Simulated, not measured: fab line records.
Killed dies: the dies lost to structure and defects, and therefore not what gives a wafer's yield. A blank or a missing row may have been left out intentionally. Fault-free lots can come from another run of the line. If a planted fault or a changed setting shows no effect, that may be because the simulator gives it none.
fab line records	flow nand_harc	part 1 of 2: steps 1 to 31 of 42
record lots=5	wafers=15	last_day=23
route steps=1159 shown P_STI@102 P_GATE@110
lots that met no fault: from a run of the same line without faults
start_h: the number of hours between the record's first day and the start of the first shown wafer of the lot	wait_h: hours since the lot's step before	" the same as in the row above	L1.1+2: a single row standing in for several wafers	- either no value or no given start	* or withheld: withheld	< > ~ a bound
route shown NAME@n: names a module that has steps shown in the file, with the first one's number in the route	usual: average and standard deviation across the fault-free wafers	same: alike in all rows	chamber/n: place in a boat	sites: per-site readings	_std_site: the standard deviation of these	_edge_site: inner sites' mean taken away from outer sites' mean	radius_mm: how far each site lies from the wafer's centre	mask NAME#n: copy n	behind: the last tool/chamber to shape the wafer	hold: cause of the lot's hold/its duration in hours/its outcome	device: transistor that didn't switch, given as n, p or np	end of line: tests run on the same wafers once the route is complete	for a step that has no rows: nothing shown but its recipe	killed: count of dies lost to structure and defects at first sort (not the wafer's yield)	map: per-die view of a wafer (x killed, . not killed, _ where there is no die)
set.NAME: the setting that was run; set.NAME@STEP: the one run at that earlier step	model.NAME: the simulator's own value behind a step, which no gauge read
certain route steps with their lots: each step a table, each wafer a row
services: when a tool's chamber went out of use (start_h, in hours from the record's first day, below 0 if earlier), for how many hours, and the reason
## steps
# step NHARC_P_STI_SRD_35
lot.wafer	tool	chamber	start_h	wait_h
L075.3+5+1	wet_bench-01	5,6,0	72.58	0.0
L082.5+1+4	wet_bench-09	1,4,5	98.93	0.0
L086.5+3+6	wet_bench-04	5,6,1	136.93	0.0
L091.3+5+1	wet_bench-01	0,3,5	158.57	0.0
L093.6+1+5	wet_bench-04	2,3,4	174.05	0.0
# step NHARC_P_STI_ETCH_36
# recipe target_depth_a=388	chemistry=dHF	material=SiO2
lot.wafer	tool	chamber	start_h	wait_h
L075.3+5+1	wet_bench-01	5,6,0	72.60	0.0
L082.5+1+4	wet_bench-09	1,4,5	98.96	0.0
L086.5+3+6	wet_bench-04	5,6,1	136.96	0.0
L091.3+5+1	wet_bench-01	0,3,5	158.60	0.0
L093.6+1+5	wet_bench-04	2,3,4	174.07	0.0
# step NHARC_P_STI_STRIP_24
# recipe temp_c=160	chemistry=H3PO4	material=Si3N4
lot.wafer	tool	chamber	start_h	wait_h
L075.3+5+1	wet_bench-01	5,6,0	72.62	0.0
L082.5+1+4	wet_bench-09	1,4,5	98.97	0.0
L086.5+3+6	wet_bench-04	5,6,1	136.97	0.0
L091.3+5+1	wet_bench-01	0,3,5	158.61	0.0
L093.6+1+5	wet_bench-04	2,3,4	174.09	0.0
# step NHARC_P_STI_ETCH_37
# recipe target_depth_a=110	chemistry=dHF	material=SiO2
lot.wafer	tool	chamber	start_h	wait_h
L075.3+5+1	wet_bench-01	5,6,0	-	-
L082.5+1+4	wet_bench-09	1,4,5	-	-
L086.5+3+6	wet_bench-04	5,6,1	-	-
L091.3+5+1	wet_bench-01	0,3,5	-	-
L093.6+1+5	wet_bench-04	2,3,4	-	-
# step NHARC_P_STI_PRECLEAN_38
# recipe time_s=*	temp_c=50	bath_age_min=0	chemistry=SC1
# usual nh4oh_flow_mL_min=28.32/0.099
lot.wafer	tool	chamber	start_h	wait_h	nh4oh_flow_mL_min
L075.3	wet_bench-01	5	-	-	28.26
L075.5	"	6	"	"	28.24
L075.1	"	0	"	"	28.25
L082.5	wet_bench-09	1	-	-	28.27
L082.1	"	4	"	"	28.28
L082.4	"	5	"	"	28.45
L086.5	wet_bench-04	5	-	-	28.39
L086.3	"	6	"	"	28.31
L086.6	"	1	"	"	28.42
L091.3	wet_bench-01	0	-	-	28.43
L091.5	"	3	"	"	28.48
L091.1	"	5	"	"	28.27
L093.6	wet_bench-04	2	-	-	28.37
L093.1	"	3	"	"	28.33
L093.5	"	4	"	"	28.12
# step NHARC_P_STI_SRD_39
lot.wafer	tool	chamber	start_h	wait_h
L075.3+5+1	wet_bench-01	5,6,0	-	-
L082.5+1+4	wet_bench-09	1,4,5	-	-
L086.5+3+6	wet_bench-04	5,6,1	-	-
L091.3+5+1	wet_bench-01	0,3,5	-	-
L093.6+1+5	wet_bench-04	2,3,4	-	-
# step NHARC_P_STI_OXIDE_40
# recipe target_thk_a=100	temp_c=900	ox_time_s=1362	material=SiO2
# usual zone_power_lower_pct=18.6/0.31
lot.wafer	tool	chamber	start_h	wait_h	zone_power_lower_pct
L075.1	furnace-02	0	79.97	-	18.8
L075.3	"	0	"	"	19.1
L075.5	"	0	"	"	18.8
L082.1	furnace-04	0	102.98	-	18.4
L082.4	"	0	"	"	18.4
L082.5	"	0	"	"	18.6
L086.3	furnace-05	0	141.04	-	18.7
L086.5	"	0	"	"	18.9
L086.6	"	0	"	"	18.7
L091.1	furnace-04	0	162.62	-	18.2
L091.3	"	0	"	"	18.5
L091.5	"	0	"	"	18.4
L093.1	furnace-05	0	180.55	-	18.1
L093.5	"	0	"	"	18.5
L093.6	"	0	"	"	18.5
# step NHARC_P_STI_INSPECT_25
# usual raw_defect_count=205/82
lot.wafer	tool	chamber	start_h	wait_h	raw_defect_count
L075.1	defect_inspect-01	-	84.07	0.4	190
L075.3	"	-	"	"	141
L075.5	"	-	"	"	298
L082.1	defect_inspect-02	-	107.08	0.4	245
L082.4	"	-	"	"	158
L082.5	"	-	"	"	262
L086.3	defect_inspect-01	-	145.15	0.4	121
L086.5	"	-	"	"	106
L086.6	"	-	"	"	170
L091.1	defect_inspect-01	-	166.72	0.4	177
L091.3	"	-	"	"	165
L091.5	"	-	"	"	244
L093.1	defect_inspect-02	-	184.63	0.4	178
L093.5	"	-	"	"	125
L093.6	"	-	"	"	229
# step NHARC_P_GATE_ETCH_69
# recipe target_depth_a=140	chemistry=dHF	material=SiO2
lot.wafer	tool	chamber	start_h	wait_h
L075.1+3+5	wet_bench-06	7,2,3	84.13	0.1
L082.1+5+4	wet_bench-07	0,1,3	107.13	0.1
L086.5+6+3	wet_bench-07	7,1,2	145.24	0.1
L091.1+3+5	wet_bench-06	7,1,2	166.79	0.1
L093.1+6+5	wet_bench-07	7,3,4	184.68	0.1
# step NHARC_P_GATE_PRECLEAN_70
# recipe time_s=*	temp_c=50	bath_age_min=0	chemistry=SC1
# usual nh4oh_flow_mL_min=28.31/0.094
lot.wafer	tool	chamber	start_h	wait_h	nh4oh_flow_mL_min
L075.1	wet_bench-06	7	84.22	0.1	28.30
L075.3	"	2	"	"	28.35
L075.5	"	3	"	"	28.31
L082.1	wet_bench-07	0	107.22	0.1	28.45
L082.5	"	1	"	"	28.17
L082.4	"	3	"	"	28.29
L086.5	wet_bench-07	7	145.31	0.1	28.18
L086.6	"	1	"	"	28.17
L086.3	"	2	"	"	28.30
L091.1	wet_bench-06	7	166.87	0.1	28.29
L091.3	"	1	"	"	28.17
L091.5	"	2	"	"	28.31
L093.1	wet_bench-07	7	184.78	0.1	28.38
L093.6	"	3	"	"	28.36
L093.5	"	4	"	"	28.34
# step NHARC_P_GATE_SRD_01
lot.wafer	tool	chamber	start_h	wait_h
L075.1+3+5	wet_bench-06	7,2,3	-	-
L082.1+5+4	wet_bench-07	0,1,3	-	-
L086.5+6+3	wet_bench-07	7,1,2	-	-
L091.1+3+5	wet_bench-06	7,1,2	-	-
L093.1+6+5	wet_bench-07	7,3,4	-	-
# step NHARC_P_GATE_OXIDE_02
# recipe target_thk_a=375	temp_c=950	p_h2o_torr=720	ox_time_s=365	material=SiO2
# usual zone_power_lower_pct=21.6/0.72
lot.wafer	tool	chamber	start_h	wait_h	zone_power_lower_pct
L075.1	furnace-07	0	87.33	-	21.6
L075.3	"	0	"	"	22.2
L075.5	"	0	"	"	22.0
L082.1	furnace-06	0	110.13	-	21.3
L082.4	"	0	"	"	21.3
L082.5	"	0	"	"	21.3
L086.3	furnace-07	0	148.43	-	22.1
L086.5	"	0	"	"	22.1
L086.6	"	0	"	"	22.1
L091.1	furnace-06	0	169.77	-	21.6
L091.3	"	0	"	"	21.2
L091.5	"	0	"	"	21.4
L093.1	furnace-06	0	188.83	-	21.2
L093.5	"	0	"	"	21.6
L093.6	"	0	"	"	21.2
# step NHARC_P_GATE_DEHYDRATE_03
# recipe temp_c=150	time_s=120
# usual resist_line_temp_C=23.01/0.096
lot.wafer	tool	chamber	start_h	wait_h	resist_line_temp_C
L075.1	litho_track-07	0	91.95	0.4	23.08
L075.3	"	0	"	"	22.96
L075.5	"	0	"	"	22.84
L082.1	litho_track-03	0	114.65	0.4	23.06
L082.4	"	0	"	"	23.10
L082.5	"	0	"	"	23.07
L086.3	litho_track-07	0	152.96	0.4	23.08
L086.5	"	0	"	"	23.06
L086.6	"	0	"	"	22.98
L091.1	litho_track-03	0	174.36	0.4	22.84
L091.3	"	0	"	"	23.05
L091.5	"	0	"	"	23.00
L093.1	litho_track-03	0	193.40	0.4	22.87
L093.5	"	0	"	"	23.08
L093.6	"	0	"	"	22.95
# step NHARC_P_GATE_HMDS_04
# recipe time_s=30
# usual resist_line_temp_C=23.00/0.097
lot.wafer	tool	chamber	start_h	wait_h	resist_line_temp_C
L075.1	litho_track-07	0	-	-	22.90
L075.3	"	0	"	"	23.12
L075.5	"	0	"	"	22.95
L082.1	litho_track-03	0	-	-	23.06
L082.4	"	0	"	"	23.03
L082.5	"	0	"	"	23.04
L086.3	litho_track-07	0	-	-	22.91
L086.5	"	0	"	"	23.11
L086.6	"	0	"	"	22.89
L091.1	litho_track-03	0	-	-	22.80
L091.3	"	0	"	"	22.93
L091.5	"	0	"	"	23.19
L093.1	litho_track-03	0	-	-	22.87
L093.5	"	0	"	"	22.94
L093.6	"	0	"	"	22.84
# step NHARC_P_GATE_COAT_05
# recipe spin_rpm=4690
# usual resist_line_temp_C=23.00/0.11
lot.wafer	tool	chamber	start_h	wait_h	resist_line_temp_C
L075.1	litho_track-07	0	-	-	23.03
L075.3	"	0	"	"	22.93
L075.5	"	0	"	"	22.99
L082.1	litho_track-03	0	-	-	23.05
L082.4	"	0	"	"	23.10
L082.5	"	0	"	"	23.08
L086.3	litho_track-07	0	-	-	23.06
L086.5	"	0	"	"	22.96
L086.6	"	0	"	"	23.06
L091.1	litho_track-03	0	-	-	23.05
L091.3	"	0	"	"	22.96
L091.5	"	0	"	"	22.91
L093.1	litho_track-03	0	-	-	22.84
L093.5	"	0	"	"	22.83
L093.6	"	0	"	"	22.76
# step NHARC_P_GATE_SOFTBAKE_06
# recipe temp_c=122	time_s=95
# usual resist_line_temp_C=23.00/0.096
lot.wafer	tool	chamber	start_h	wait_h	resist_line_temp_C
L075.1	litho_track-07	0	-	-	22.96
L075.3	"	0	"	"	22.84
L075.5	"	0	"	"	23.09
L082.1	litho_track-03	0	-	-	23.16
L082.4	"	0	"	"	23.03
L082.5	"	0	"	"	23.05
L086.3	litho_track-07	0	-	-	22.89
L086.5	"	0	"	"	22.82
L086.6	"	0	"	"	22.89
L091.1	litho_track-03	0	-	-	23.00
L091.3	"	0	"	"	23.04
L091.5	"	0	"	"	22.92
L093.1	litho_track-03	0	-	-	23.07
L093.5	"	0	"	"	23.09
L093.6	"	0	"	"	23.08
# step NHARC_P_GATE_EBR_07
# usual resist_line_temp_C=23.01/0.096
lot.wafer	tool	chamber	start_h	wait_h	resist_line_temp_C
L075.1	litho_track-07	0	-	-	23.13
L075.3	"	0	"	"	23.11
L075.5	"	0	"	"	23.12
L082.1	litho_track-03	0	-	-	22.90
L082.4	"	0	"	"	23.02
L082.5	"	0	"	"	23.06
L086.3	litho_track-07	0	-	-	22.97
L086.5	"	0	"	"	23.04
L086.6	"	0	"	"	23.08
L091.1	litho_track-03	0	-	-	23.09
L091.3	"	0	"	"	23.11
L091.5	"	0	"	"	23.03
L093.1	litho_track-03	0	-	-	23.00
L093.5	"	0	"	"	23.19
L093.6	"	0	"	"	23.12
# step NHARC_P_GATE_EXPOSE_08
# recipe na=0.6	dose_mj=16.75	mask_id=P_HV
lot.wafer	tool	chamber	start_h	wait_h	mask
L075.1+3+5	krf_scanner-04	0	92.40	-	P_HV#0
L082.1+4+5	krf_scanner-01	0	114.92	-	P_HV#0
L086.3+5+6	krf_scanner-04	0	153.28	-	P_HV#0
L091.1+3+5	krf_scanner-01	0	174.50	-	P_HV#0
L093.1+5+6	krf_scanner-03	0	193.55	-	P_HV#0
# step NHARC_P_GATE_PEB_09
# recipe peb_temp_c=118	peb_time_s=85
# usual resist_line_temp_C=23.00/0.11
lot.wafer	tool	chamber	start_h	wait_h	resist_line_temp_C
L075.1	litho_track-02	0	92.46	0.1	23.04
L075.3	"	0	"	"	22.90
L075.5	"	0	"	"	22.99
L082.1	litho_track-03	0	114.99	0.1	23.05
L082.4	"	0	"	"	23.15
L082.5	"	0	"	"	22.89
L086.3	litho_track-07	0	153.34	0.1	22.90
L086.5	"	0	"	"	22.74
L086.6	"	0	"	"	22.70
L091.1	litho_track-03	0	174.57	0.1	22.88
L091.3	"	0	"	"	22.87
L091.5	"	0	"	"	22.84
L093.1	litho_track-02	0	193.61	0.1	22.95
L093.5	"	0	"	"	23.06
L093.6	"	0	"	"	22.97
# step NHARC_P_GATE_DEVELOP_10
# recipe time_s=70
# usual resist_line_temp_C=23.01/0.089
lot.wafer	tool	chamber	start_h	wait_h	resist_line_temp_C
L075.1	litho_track-02	0	-	-	22.90
L075.3	"	0	"	"	23.11
L075.5	"	0	"	"	22.92
L082.1	litho_track-03	0	-	-	23.02
L082.4	"	0	"	"	23.00
L082.5	"	0	"	"	23.06
L086.3	litho_track-07	0	-	-	22.94
L086.5	"	0	"	"	22.75
L086.6	"	0	"	"	22.99
L091.1	litho_track-03	0	-	-	22.99
L091.3	"	0	"	"	23.05
L091.5	"	0	"	"	23.00
L093.1	litho_track-02	0	-	-	23.09
L093.5	"	0	"	"	23.07
L093.6	"	0	"	"	22.99
# step NHARC_P_GATE_CD_MEAS_11
# recipe target_cd_nm=1640	landing_energy_ev=500
# usual cd_nm=1640.2/1.3
lot.wafer	tool	chamber	start_h	wait_h	cd_nm
L075.1	cd_sem-02	0	92.55	-	1639.1
L075.3	"	0	"	"	1639.4
L075.5	"	0	"	"	1639.0
L082.1	cd_sem-02	0	115.08	-	1637.5
L082.4	"	0	"	"	1639.1
L082.5	"	0	"	"	1637.3
L086.3	cd_sem-03	0	153.43	-	1644.1
L086.5	"	0	"	"	1642.0
L086.6	"	0	"	"	1641.6
L091.1	cd_sem-03	0	174.66	-	1638.2
L091.3	"	0	"	"	1640.2
L091.5	"	0	"	"	1640.5
L093.1	cd_sem-01	0	193.71	-	1640.7
L093.5	"	0	"	"	1640.3
L093.6	"	0	"	"	1639.6
# step NHARC_P_GATE_HARDBAKE_12
# recipe temp_c=125	time_s=80
# usual resist_line_temp_C=22.99/0.11
lot.wafer	tool	chamber	start_h	wait_h	resist_line_temp_C
L075.1	litho_track-07	0	92.63	-	22.96
L075.3	"	0	"	"	22.91
L075.5	"	0	"	"	23.06
L082.1	litho_track-02	0	115.16	-	22.84
L082.4	"	0	"	"	22.81
L082.5	"	0	"	"	22.91
L086.3	litho_track-03	0	153.51	-	22.89
L086.5	"	0	"	"	23.02
L086.6	"	0	"	"	22.97
L091.1	litho_track-07	0	174.74	-	22.95
L091.3	"	0	"	"	22.87
L091.5	"	0	"	"	22.82
L093.1	litho_track-02	0	193.79	-	22.91
L093.5	"	0	"	"	22.89
L093.6	"	0	"	"	22.84
# step NHARC_P_GATE_DESCUM_13
# recipe time_s=3	o2_flow_sccm=200	ar_flow_sccm=0	bias_power_w=0	chemistry=O2
# usual drypump_motor_current_A=5.3/0.47	oes_product_au=1.000/0.0073	rf_vpp_V=57.8/0.94	showerhead_plenum_p_Torr=1.94/0.072	throttle_valve_pct=11.311/0.01
lot.wafer	tool	chamber	start_h	wait_h	drypump_motor_current_A	oes_product_au	rf_hours_counter_h	rf_vpp_V	showerhead_plenum_p_Torr	throttle_valve_pct
L075.1	rie_diel-07	2	92.73	-	4.9	1.003	4	58.2	1.98	11.311
L075.3	"	3	"	"	5.1	0.989	7	58.0	1.86	11.305
L075.5	"	2	"	"	5.0	1.000	-	59.4	1.98	11.314
L082.1	rie_diel-07	1	115.26	-	5.0	1.004	12	58.2	2.02	11.310
L082.4	"	1	"	"	5.0	1.009	-	58.7	2.02	11.308
L082.5	"	0	"	"	5.3	1.000	-	58.4	1.99	11.313
L086.3	rie_diel-04	2	153.58	-	5.4	0.989	14	58.5	1.91	11.323
L086.5	"	2	"	"	5.4	0.994	-	56.1	1.91	11.314
L086.6	"	3	"	"	6.7	0.984	-	58.3	1.84	11.308
L091.1	rie_diel-07	0	174.82	-	5.3	0.992	22	58.6	1.98	11.311
L091.3	"	1	"	"	5.0	1.003	23	58.5	2.01	11.326
L091.5	"	0	"	"	5.3	1.002	-	60.8	1.98	11.314
L093.1	rie_diel-08	2	193.91	-	5.2	1.008	25	56.7	2.07	11.309
L093.5	"	3	"	"	5.5	0.997	-	55.8	1.79	11.321
L093.6	"	0	"	"	5.9	1.007	-	56.3	1.80	11.291
# step NHARC_P_GATE_ETCH_14
# recipe target_depth_a=488	chemistry=dHF	material=SiO2
lot.wafer	tool	chamber	start_h	wait_h
L075.1+3+5	wet_bench-07	6,7,1	92.85	0.1
L082.5+4+1	wet_bench-02	3,6,0	115.47	0.1
L086.6+3+5	wet_bench-06	0,1,3	153.73	0.1
L091.3+1+5	wet_bench-02	5,7,1	174.99	0.1
L093.1+5+6	wet_bench-02	0,2,3	194.02	0.1
# step NHARC_P_GATE_STRIP_15
# recipe time_s=780	temp_c=130	chemistry=SPM
lot.wafer	tool	chamber	start_h	wait_h
L075.1+3+5	wet_bench-07	6,7,1	92.89	0.0
L082.5+4+1	wet_bench-02	3,6,0	115.51	0.0
L086.6+3+5	wet_bench-06	0,1,3	153.77	0.0
L091.3+1+5	wet_bench-02	5,7,1	175.03	0.0
L093.1+5+6	wet_bench-02	0,2,3	194.05	0.0
# step NHARC_P_GATE_PRECLEAN_71
# recipe time_s=*	temp_c=50	bath_age_min=0	chemistry=SC1
# usual nh4oh_flow_mL_min=28.31/0.1
lot.wafer	tool	chamber	start_h	wait_h	nh4oh_flow_mL_min
L075.1	wet_bench-07	6	-	-	28.41
L075.3	"	7	"	"	28.07
L075.5	"	1	"	"	28.25
L082.5	wet_bench-02	3	-	-	28.43
L082.4	"	6	"	"	28.21
L082.1	"	0	"	"	28.26
L086.6	wet_bench-06	0	-	-	28.27
L086.3	"	1	"	"	28.32
L086.5	"	3	"	"	28.30
L091.3	wet_bench-02	5	-	-	28.37
L091.1	"	7	"	"	28.13
L091.5	"	1	"	"	28.26
L093.1	wet_bench-02	0	-	-	28.09
L093.5	"	2	"	"	28.35
L093.6	"	3	"	"	28.30
# step NHARC_P_GATE_SRD_72
lot.wafer	tool	chamber	start_h	wait_h
L075.1+3+5	wet_bench-07	6,7,1	-	-
L082.5+4+1	wet_bench-02	3,6,0	-	-
L086.6+3+5	wet_bench-06	0,1,3	-	-
L091.3+1+5	wet_bench-02	5,7,1	-	-
L093.1+5+6	wet_bench-02	0,2,3	-	-
# step NHARC_P_GATE_OXIDE_16
# recipe target_thk_a=30	temp_c=875	ox_time_s=392	material=SiO2
# usual zone_power_lower_pct=17.8/0.96
lot.wafer	tool	chamber	start_h	wait_h	zone_power_lower_pct
L075.1	furnace-07	0	95.92	-	18.4
L075.3	"	0	"	"	18.3
L075.5	"	0	"	"	18.1
L082.1	furnace-06	0	118.63	-	17.6
L082.4	"	0	"	"	18.1
L082.5	"	0	"	"	17.8
L086.3	furnace-06	0	158.32	-	17.8
L086.5	"	0	"	"	17.9
L086.6	"	0	"	"	17.9
L091.1	furnace-07	0	178.38	-	18.3
L091.3	"	0	"	"	18.4
L091.5	"	0	"	"	18.3
L093.1	furnace-07	0	197.40	-	18.3
L093.5	"	0	"	"	18.7
L093.6	"	0	"	"	18.3
# step NHARC_P_GATE_CVD_17
# recipe target_thk_a=1500	temp_c=620	time_s=900	material=poly-Si
# usual zone_power_lower_pct=8.6/0.4
lot.wafer	tool	chamber	start_h	wait_h	zone_power_lower_pct
L075.1	lpcvd_poly-02	0	102.00	2.5	8.6
L075.3	"	0	"	"	8.7
L075.5	"	0	"	"	8.8
L082.1	lpcvd_poly-04	0	125.06	2.9	9.2
L082.4	"	0	"	"	9.2
L082.5	"	0	"	"	9.2
L086.3	lpcvd_poly-02	0	164.30	2.5	8.7
L086.5	"	0	"	"	8.7
L086.6	"	0	"	"	8.8
L091.1	lpcvd_poly-02	0	184.43	2.5	8.9
L091.3	"	0	"	"	8.9
L091.5	"	0	"	"	8.7
L093.1	lpcvd_poly-02	0	203.46	2.5	8.7
L093.5	"	0	"	"	8.7
L093.6	"	0	"	"	8.6
# step NHARC_P_GATE_HM_DEP_102
# recipe target_thk_a=1200	temp_c=400	material=aC
# usual throttle_valve_pct=35.000/0.009
lot.wafer	tool	chamber	start_h	wait_h	throttle_valve_pct
L075.1	acl_dep-03	0	105.84	1.6	34.993
L075.3	"	0	"	"	35.006
L075.5	"	0	"	"	35.010
L082.1	acl_dep-01	0	130.41	3.1	34.998
L082.4	"	0	"	"	35.005
L082.5	"	0	"	"	35.004
L086.3	acl_dep-01	0	167.17	0.6	35.004
L086.5	"	0	"	"	35.009
L086.6	"	0	"	"	35.001
L091.1	acl_dep-01	0	187.17	0.5	34.993
L091.3	"	0	"	"	34.990
L091.5	"	0	"	"	34.992
L093.1	acl_dep-02	0	207.14	1.5	34.998
L093.5	"	0	"	"	34.997
L093.6	"	0	"	"	35.005
# step NHARC_P_GATE_DEP_103
# recipe target_thk_a=300	target_thk_nm=30	temp_c=400	flow_sccm=200	rf_w=350	material=SiON
# usual heater_power_w=736/120
lot.wafer	tool	chamber	start_h	wait_h	heater_power_w
L075.3	pecvd-02	2	106.57	0.4	974
L075.1	"	0	"	"	738
L075.5	"	2	"	"	950
L082.1	pecvd-02	1	131.10	0.6	697
L082.5	"	1	"	"	690
L082.4	"	2	"	"	948
L086.3	pecvd-04	0	167.67	0.4	684
L086.5	"	1	"	"	840
L086.6	"	2	"	"	555
L091.3	pecvd-02	1	188.20	0.7	715
L091.1	"	0	"	"	740
L091.5	"	1	"	"	730
L093.1	pecvd-02	1	207.90	0.7	706
L093.6	"	1	"	"	717
L093.5	"	2	"	"	852
